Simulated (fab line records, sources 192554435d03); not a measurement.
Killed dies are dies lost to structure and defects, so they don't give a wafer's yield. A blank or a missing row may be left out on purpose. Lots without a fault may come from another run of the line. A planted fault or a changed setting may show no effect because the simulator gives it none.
Which tool did it? | flow n5_finfet | 21 lots, 63 wafers sampled, at 6 steps of a route of 1938

WHAT THE GAUGES READ, wafer by wafer
N5_BEOL_M4_INSPECT_59: inspects for defects (darkfield).
lot  | measured     | on                | raw_defect_count
L074 | day 7 15:08  | defect_inspect-02 | 86 79 93
L076 | day 8 00:14  | defect_inspect-02 | 62 41 45
L075 | day 8 02:57  | defect_inspect-02 | 45 72 51
L077 | day 9 00:26  | defect_inspect-02 | 48 49 43
L079 | day 9 04:23  | defect_inspect-01 | 127 111 106
L078 | day 9 07:12  | defect_inspect-02 | 119 126 86
L080 | day 9 11:43  | defect_inspect-01 | 39 51 68
L081 | day 9 10:04  | defect_inspect-01 | 38 28 44
L082 | day 9 12:11  | defect_inspect-02 | 58 59 74
L083 | day 10 02:05 | defect_inspect-01 | 107 89 89
L084 | day 10 05:29 | defect_inspect-01 | 106 55 75
L086 | day 11 02:07 | defect_inspect-02 | 82 55 52
L088 | day 11 04:40 | defect_inspect-01 | 67 73 79
L087 | day 11 07:07 | defect_inspect-01 | 44 56 35
L089 | day 11 21:57 | defect_inspect-02 | 97 66 62
L091 | day 12 00:11 | defect_inspect-02 | 42 40 58
L093 | day 12 09:44 | defect_inspect-01 | 57 53 64
L094 | day 12 18:55 | defect_inspect-02 | 51 41 54
L095 | day 13 02:17 | defect_inspect-02 | 64 62 50
L096 | day 13 18:51 | defect_inspect-02 | 49 44 72
L097 | day 13 22:41 | defect_inspect-02 | 43 61 77

WHICH TOOL RAN EACH LOT (tool, then ch and the chambers of the sampled wafers, then the start)
lot  | N5_BEOL_M4_DESCUM_16               | N5_BEOL_M4_VIA_ETCH_34             | N5_BEOL_M4_STRIP_36                | N5_BEOL_M4_STRIP_97                           | N5_BEOL_M4_ANNEAL_49
L074 | rie_diel-03 ch 0,2, day 7 08:12    | rie_diel-06 ch 0,2, day 7 10:56    | rie_diel-06 ch 0,2, day 7 10:59    | rie_diel-06 ch 0,2, day 7 12:23 or earlier    | pvd_sputter-01, day 7 12:23
L076 | rie_diel-05 ch 0,2, day 7 17:43    | rie_diel-03 ch 0,1,3, day 7 19:34  | rie_diel-03 ch 0,1,3, day 7 19:38  | rie_diel-03 ch 0,1,3, day 7 21:14 or earlier  | pvd_sputter-01, day 7 21:14
L075 | rie_diel-05 ch 0,1,3, day 7 19:10  | rie_diel-03 ch 0,1, day 7 22:32    | rie_diel-03 ch 0,1, day 7 22:36    | rie_diel-03 ch 0,1, day 8 00:10 or earlier    | pvd_sputter-03, day 8 00:10
L077 | rie_diel-06 ch 0,1, day 8 18:32    | rie_diel-03 ch 2,3, day 8 20:23    | rie_diel-03 ch 2,3, day 8 20:27    | rie_diel-03 ch 2,3, day 8 21:41 or earlier    | pvd_sputter-03, day 8 21:41
L079 | rie_diel-06 ch 0,1,3, day 8 22:11  | rie_diel-03 ch 0,1, day 8 23:32    | rie_diel-03 ch 0,1, day 8 23:36    | rie_diel-03 ch 0,1, day 9 01:11 or earlier    | pvd_sputter-02, day 9 01:11
L078 | rie_diel-06 ch 0,1,3, day 8 22:48  | rie_diel-06 ch 0,3, day 9 02:30    | rie_diel-06 ch 0,3, day 9 02:34    | rie_diel-06 ch 0,3, day 9 04:17 or earlier    | pvd_sputter-01, day 9 04:17
L080 | rie_diel-03 ch 1,2,3, day 9 03:31  | rie_diel-06 ch 0,1,2, day 9 05:53  | rie_diel-06 ch 0,1,2, day 9 05:57  | rie_diel-06 ch 0,1,2, day 9 08:58 or earlier  | pvd_sputter-01, day 9 08:58
L081 | rie_diel-03 ch 1,2, day 9 04:05    | rie_diel-03 ch 0,2,3, day 9 05:40  | rie_diel-03 ch 0,2,3, day 9 05:44  | rie_diel-03 ch 0,2,3, day 9 07:03 or earlier  | pvd_sputter-01, day 9 07:03
L082 | rie_diel-05 ch 0,1,3, day 9 04:42  | rie_diel-03 ch 1,2,3, day 9 06:08  | rie_diel-03 ch 1,2,3, day 9 06:12  | rie_diel-03 ch 1,2,3, day 9 09:16 or earlier  | pvd_sputter-02, day 9 09:16
L083 | rie_diel-05 ch 1,2,3, day 9 11:38  | rie_diel-06 ch 0,1,3, day 9 18:22  | rie_diel-06 ch 0,1,3, day 9 18:26  | rie_diel-06 ch 0,1,3, day 9 21:48 or earlier  | pvd_sputter-03, day 9 21:48
L084 | rie_diel-06 ch 0,1,3, day 9 11:59  | rie_diel-06 ch 0,1,3, day 10 01:09 | rie_diel-06 ch 0,1,3, day 10 01:13 | rie_diel-06 ch 0,1,3, day 10 02:43 or earlier | pvd_sputter-03, day 10 02:43
L086 | rie_diel-03 ch 0,2,3, day 10 19:46 | rie_diel-05 ch 0,1,2, day 10 21:37 | rie_diel-05 ch 0,1,2, day 10 21:41 | rie_diel-05 ch 0,1,2, day 10 23:22 or earlier | pvd_sputter-03, day 10 23:22
L088 | rie_diel-05 ch 1,2, day 10 22:15   | rie_diel-06 ch 1,2,3, day 10 23:34 | rie_diel-06 ch 1,2,3, day 10 23:38 | rie_diel-06 ch 1,2,3, day 11 01:50 or earlier | pvd_sputter-01, day 11 01:50
L087 | rie_diel-05 ch 1,2, day 10 22:29   | rie_diel-03 ch 1,2,3, day 11 02:59 | rie_diel-03 ch 1,2,3, day 11 03:02 | rie_diel-03 ch 1,2,3, day 11 04:21 or earlier | pvd_sputter-01, day 11 04:21
L089 | rie_diel-05 ch 0,1, day 11 07:48   | rie_diel-03 ch 0,2,3, day 11 17:35 | rie_diel-03 ch 0,2,3, day 11 17:38 | rie_diel-03 ch 0,2,3, day 11 19:09 or earlier | pvd_sputter-02, day 11 19:09
L091 | rie_diel-05 ch 0,1, day 11 11:08   | rie_diel-03 ch 1,2,3, day 11 19:44 | rie_diel-03 ch 1,2,3, day 11 19:47 | rie_diel-03 ch 1,2,3, day 11 21:18 or earlier | pvd_sputter-02, day 11 21:18
L093 | rie_diel-03 ch 2,3, day 12 02:53   | rie_diel-05 ch 0,1,2, day 12 05:10 | rie_diel-05 ch 0,1,2, day 12 05:14 | rie_diel-05 ch 0,1,2, day 12 06:49 or earlier | pvd_sputter-03, day 12 06:49
L094 | rie_diel-03 ch 1,3, day 12 11:13   | rie_diel-06 ch 1,2, day 12 13:55   | rie_diel-06 ch 1,2, day 12 13:58   | rie_diel-06 ch 1,2, day 12 16:05 or earlier   | pvd_sputter-03, day 12 16:05
L095 | rie_diel-05 ch 0,1,2, day 12 19:25 | rie_diel-03 ch 0,1, day 12 22:16   | rie_diel-03 ch 0,1, day 12 22:19   | rie_diel-03 ch 0,1, day 12 23:30 or earlier   | pvd_sputter-01, day 12 23:30
L096 | rie_diel-06 ch 0,3, day 13 01:55   | rie_diel-06 ch 0,2, day 13 14:53   | rie_diel-06 ch 0,2, day 13 14:56   | rie_diel-06 ch 0,2, day 13 16:05 or earlier   | pvd_sputter-01, day 13 16:05
L097 | rie_diel-03 ch 0,3, day 13 06:02   | rie_diel-06 ch 0,1,2, day 13 18:13 | rie_diel-06 ch 0,1,2, day 13 18:16 | rie_diel-06 ch 0,1,2, day 13 19:50 or earlier | pvd_sputter-02, day 13 19:50
- N5_BEOL_M4_DESCUM_16: chemistry O2, time 7 s.
- N5_BEOL_M4_VIA_ETCH_34: etches the open film in C4F6/O2, target depth 69.4 nm, time 65.9 s.
- N5_BEOL_M4_STRIP_36: strips in N2/H2.
- N5_BEOL_M4_STRIP_97: strips in N2/H2, time 10 s.
- N5_BEOL_M4_ANNEAL_49: time 240 s.

WHAT THE TOOLS THEMSELVES READ (means of the sampled wafers that have a number; where no wafer has one, the mark that the record gives instead)
N5_BEOL_M4_DESCUM_16.
lot  | tool        | drypump_motor_current_A (A) | o2_flow_sccm (sccm) | oes_product_au (a.u.) | rf_vpp_V (V) | showerhead_plenum_p_Torr (Torr) | throttle_valve_pct (%)
L074 | rie_diel-03 | 6.1                         | 225.0               | 0.80                  | 242.8        | 2.03                            | 20.51
L076 | rie_diel-05 | 5.7                         | 224.8               | 0.72                  | 244.3        | 2.11                            | 20.34
L075 | rie_diel-05 | 5.4                         | 224.6               | 0.79                  | 242.2        | 2.07                            | 20.45
L077 | rie_diel-06 | 5.3                         | 224.2               | 0.74                  | 242.7        | 2.11                            | 20.34
L079 | rie_diel-06 | 5.6                         | 225.2               | 0.72                  | 242.7        | 2.08                            | 20.43
L078 | rie_diel-06 | 5.6                         | 224.8               | 0.72                  | 242.9        | 2.08                            | 20.42
L080 | rie_diel-03 | 5.7                         | 225.2               | 0.85                  | 243.9        | 2.07                            | 20.47
L081 | rie_diel-03 | 5.9                         | 224.9               | 0.80                  | 242.4        | 2.06                            | 20.54
L082 | rie_diel-05 | 5.4                         | 225.0               | 0.79                  | 242.8        | 2.07                            | 20.48
L083 | rie_diel-05 | 5.3                         | 224.2               | 0.79                  | 242.2        | 2.09                            | 20.36
L084 | rie_diel-06 | 5.6                         | 225.0               | 0.72                  | 243.3        | 2.08                            | 20.43
L086 | rie_diel-03 | 6.0                         | 224.7               | 0.79                  | 242.2        | 2.02                            | 20.49
L088 | rie_diel-05 | 5.4                         | 224.5               | 0.72                  | 243.0        | 2.10                            | 20.35
L087 | rie_diel-05 | 5.5                         | 224.7               | 0.73                  | 244.0        | 2.14                            | 20.24
L089 | rie_diel-05 | 5.5                         | 224.5               | 0.69                  | 243.2        | 2.06                            | 20.50
L091 | rie_diel-05 | 5.4                         | 225.0               | 0.70                  | 242.6        | 2.07                            | 20.49
L093 | rie_diel-03 | 6.0                         | 225.0               | 0.75                  | 241.7        | 2.01                            | 20.49
L094 | rie_diel-03 | 5.4                         | 225.6               | 0.88                  | 243.5        | 2.11                            | 20.54
L095 | rie_diel-05 | 5.5                         | 225.3               | 0.70                  | 243.8        | 2.10                            | 20.40
L096 | rie_diel-06 | 6.0                         | 224.5               | 0.76                  | 242.4        | 2.04                            | 20.41
L097 | rie_diel-03 | 5.9                         | 224.5               | 0.79                  | 242.9        | 2.02                            | 20.53

N5_BEOL_M4_VIA_ETCH_34.
lot  | tool        | drypump_motor_current_A (A) | oes_o_777_au (a.u.) | oes_product_au (a.u.) | rf_vpp_V (V) | showerhead_plenum_p_Torr (Torr) | throttle_valve_pct (%)
L074 | rie_diel-06 | 5.5                         | 0.70                | 0.67                  | 657          | 2.75                            | 30.57
L076 | rie_diel-03 | 5.7                         | 0.90                | 0.91                  | 674          | 2.81                            | 30.79
L075 | rie_diel-03 | 5.6                         | 0.94                | 0.94                  | 679          | 2.85                            | 30.81
L077 | rie_diel-03 | 6.0                         | 0.79                | 0.79                  | 666          | 2.74                            | 30.71
L079 | rie_diel-03 | 5.6                         | 0.91                | 0.90                  | 680          | 2.85                            | 30.83
L078 | rie_diel-06 | 5.5                         | 0.71                | 0.69                  | 677          | 2.85                            | 30.79
L080 | rie_diel-06 | 5.3                         | 0.81                | 0.80                  | 667          | 2.92                            | 30.55
L081 | rie_diel-03 | 6.0                         | 0.81                | 0.80                  | 666          | 2.75                            | 30.79
L082 | rie_diel-03 | 5.7                         | 0.85                | 0.85                  | 674          | 2.80                            | 30.72
L083 | rie_diel-06 | 5.6                         | 0.73                | 0.72                  | 670          | 2.82                            | 30.64
L084 | rie_diel-06 | 5.6                         | 0.72                | 0.71                  | 670          | 2.82                            | 30.63
L086 | rie_diel-05 | 5.5                         | 0.72                | 0.71                  | 664          | 2.86                            | 30.65
L088 | rie_diel-06 | 5.8                         | 0.79                | 0.78                  | 661          | 2.84                            | 30.45
L087 | rie_diel-03 | 5.7                         | 0.83                | 0.82                  | 674          | 2.79                            | 30.74
L089 | rie_diel-03 | 6.0                         | 0.79                | 0.78                  | 666          | 2.74                            | 30.81
L091 | rie_diel-03 | 5.7                         | 0.83                | 0.82                  | 674          | 2.79                            | 30.74
L093 | rie_diel-05 | 5.5                         | 0.72                | 0.70                  | 665          | 2.85                            | 30.66
L094 | rie_diel-06 | 5.5                         | 0.79                | 0.78                  | 660          | 2.88                            | 30.41
L095 | rie_diel-03 | 5.6                         | 0.86                | 0.85                  | 679          | 2.84                            | 30.85
L096 | rie_diel-06 | 5.4                         | 0.88                | 0.88                  | 664          | 2.96                            | 30.49
L097 | rie_diel-06 | 5.4                         | 0.84                | 0.84                  | 666          | 2.90                            | 30.53

N5_BEOL_M4_STRIP_36.
lot  | tool        | drypump_motor_current_A (A) | h2_flow_sccm (sccm) | n2_flow_sccm (sccm) | oes_product_au (a.u.) | rf_vpp_V (V) | showerhead_plenum_p_Torr (Torr) | throttle_valve_pct (%)
L074 | rie_diel-06 | 5.4                         | 199.4               | 200.2               | 0.68                  | 59.4         | 2.47                            | 23.58
L076 | rie_diel-03 | 5.7                         | 200.2               | 199.9               | 0.91                  | 57.8         | 2.51                            | 23.58
L075 | rie_diel-03 | 5.6                         | 199.9               | 200.3               | 0.93                  | 59.3         | 2.55                            | 23.67
L077 | rie_diel-03 | 6.0                         | 200.0               | 200.2               | 0.79                  | 59.0         | 2.45                            | 23.74
L079 | rie_diel-03 | 5.6                         | 200.3               | 200.2               | 0.91                  | 58.6         | 2.55                            | 23.68
L078 | rie_diel-06 | 5.5                         | 199.8               | 200.7               | 0.71                  | 59.1         | 2.53                            | 23.68
L080 | rie_diel-06 | 5.4                         | 199.9               | 199.9               | 0.80                  | 61.3         | 2.62                            | 23.39
L081 | rie_diel-03 | 6.0                         | 200.1               | 200.3               | 0.80                  | 57.9         | 2.45                            | 23.60
L082 | rie_diel-03 | 5.7                         | 200.2               | 199.6               | 0.86                  | 59.2         | 2.51                            | 23.73
L083 | rie_diel-06 | 5.6                         | 199.8               | 200.0               | 0.71                  | 59.6         | 2.51                            | 23.45
L084 | rie_diel-06 | 5.6                         | 200.1               | 200.4               | 0.71                  | 60.3         | 2.51                            | 23.44
L086 | rie_diel-05 | 5.5                         | 200.1               | 200.0               | 0.72                  | 59.1         | 2.54                            | 23.51
L088 | rie_diel-06 | 5.8                         | 199.4               | 200.2               | 0.78                  | 60.7         | 2.54                            | 23.26
L087 | rie_diel-03 | 5.7                         | 199.8               | 199.9               | 0.82                  | 60.7         | 2.50                            | 23.76
L089 | rie_diel-03 | 5.9                         | 200.2               | 199.9               | 0.78                  | 60.2         | 2.44                            | 23.66
L091 | rie_diel-03 | 5.7                         | 199.7               | 200.4               | 0.83                  | 58.6         | 2.50                            | 23.78
L093 | rie_diel-05 | 5.5                         | 199.3               | 200.1               | 0.71                  | 58.6         | 2.54                            | 23.50
L094 | rie_diel-06 | 5.5                         | 200.6               | 200.1               | 0.79                  | 58.7         | 2.58                            | 23.15
L095 | rie_diel-03 | 5.6                         | 200.5               | 199.7               | 0.85                  | 60.0         | 2.53                            | 23.73
L096 | rie_diel-06 | 5.5                         | 200.2               | 199.6               | 0.89                  | 59.8         | 2.66                            | 23.40
L097 | rie_diel-06 | 5.3                         | 199.8               | 199.3               | 0.83                  | 59.5         | 2.60                            | 23.35

N5_BEOL_M4_STRIP_97.
lot  | tool        | drypump_motor_current_A (A) | h2_flow_sccm (sccm) | n2_flow_sccm (sccm) | oes_product_au (a.u.) | rf_vpp_V (V) | showerhead_plenum_p_Torr (Torr) | throttle_valve_pct (%)
L074 | rie_diel-06 | 5.4                         | 200.4               | 200.4               | 0.68                  | 59.2         | 2.47                            | 23.57
L076 | rie_diel-03 | 5.7                         | 200.2               | 200.0               | 0.91                  | 58.6         | 2.51                            | 23.59
L075 | rie_diel-03 | 5.6                         | 200.3               | 200.4               | 0.93                  | 58.4         | 2.55                            | 23.67
L077 | rie_diel-03 | 6.0                         | 199.7               | 199.5               | 0.78                  | 58.5         | 2.45                            | 23.76
L079 | rie_diel-03 | 5.6                         | 199.8               | 200.0               | 0.91                  | 58.6         | 2.55                            | 23.68
L078 | rie_diel-06 | 5.5                         | 199.7               | 200.3               | 0.70                  | 60.2         | 2.53                            | 23.69
L080 | rie_diel-06 | 5.3                         | 200.1               | 199.9               | 0.80                  | 60.0         | 2.62                            | 23.39
L081 | rie_diel-03 | 6.0                         | 199.8               | 200.6               | 0.80                  | 58.2         | 2.45                            | 23.62
L082 | rie_diel-03 | 5.7                         | 200.3               | 200.5               | 0.85                  | 59.2         | 2.51                            | 23.74
L083 | rie_diel-06 | 5.6                         | 200.0               | 199.5               | 0.71                  | 59.8         | 2.51                            | 23.43
L084 | rie_diel-06 | 5.6                         | 199.7               | 199.8               | 0.72                  | 59.3         | 2.51                            | 23.44
L086 | rie_diel-05 | 5.5                         | 199.4               | 199.6               | 0.72                  | 59.7         | 2.54                            | 23.52
L088 | rie_diel-06 | 5.8                         | 200.3               | 200.2               | 0.78                  | 59.5         | 2.54                            | 23.26
L087 | rie_diel-03 | 5.7                         | 200.3               | 200.2               | 0.83                  | 59.1         | 2.50                            | 23.76
L089 | rie_diel-03 | 6.0                         | 200.3               | 200.4               | 0.78                  | 58.2         | 2.44                            | 23.62
L091 | rie_diel-03 | 5.7                         | 200.3               | 199.8               | 0.82                  | 58.3         | 2.50                            | 23.77
L093 | rie_diel-05 | 5.5                         | 200.2               | 199.8               | 0.71                  | 59.1         | 2.54                            | 23.53
L094 | rie_diel-06 | 5.5                         | 200.2               | 200.5               | 0.78                  | 59.0         | 2.58                            | 23.16
L095 | rie_diel-03 | 5.6                         | 199.7               | 200.4               | 0.85                  | 59.3         | 2.54                            | 23.74
L096 | rie_diel-06 | 5.5                         | 200.1               | 200.4               | 0.89                  | 59.0         | 2.66                            | 23.40
L097 | rie_diel-06 | 5.4                         | 200.3               | 200.6               | 0.83                  | 58.7         | 2.60                            | 23.33

N5_BEOL_M4_ANNEAL_49.
lot  | tool           | heater_power_w (W)
L074 | pvd_sputter-01 | 1061
L076 | pvd_sputter-01 | 911
L075 | pvd_sputter-03 | 872
L077 | pvd_sputter-03 | 714
L079 | pvd_sputter-02 | 817
L078 | pvd_sputter-01 | 924
L080 | pvd_sputter-01 | 924
L081 | pvd_sputter-01 | 1003
L082 | pvd_sputter-02 | 948
L083 | pvd_sputter-03 | 892
L084 | pvd_sputter-03 | 898
L086 | pvd_sputter-03 | 808
L088 | pvd_sputter-01 | 1050
L087 | pvd_sputter-01 | 983
L089 | pvd_sputter-02 | 884
L091 | pvd_sputter-02 | 906
L093 | pvd_sputter-03 | 902
L094 | pvd_sputter-03 | 896
L095 | pvd_sputter-01 | 939
L096 | pvd_sputter-01 | 988
L097 | pvd_sputter-02 | 990

THE ANSWER, worked out from the rows above alone
Rule: what is usual is taken from the lots themselves. Put in order of their means at a reading, lots are off if they are a third of the lots or fewer, leave a main group of 4 or more, and stand apart from it by a gap of 3 or more times the standard deviation of the main group's means; of several such gaps the widest counts. A main group whose means are all the same, to the digits that the tables above print for the reading, isn't used. A lot without any number at a reading at which 4 lots or more have one is off too. The other lots that the step has rows for count as sound. The gauges are gone through in route order, then the tools' own readings, and for those a lot's mean is taken as printed above. The first step at which some lot is off is used, and at that step the reading that is off furthest; a lot without a number counts as furthest.
No lot is off at any reading shown: from this, nothing can be told.

WHAT THE SIMULATOR HAD PUT IN
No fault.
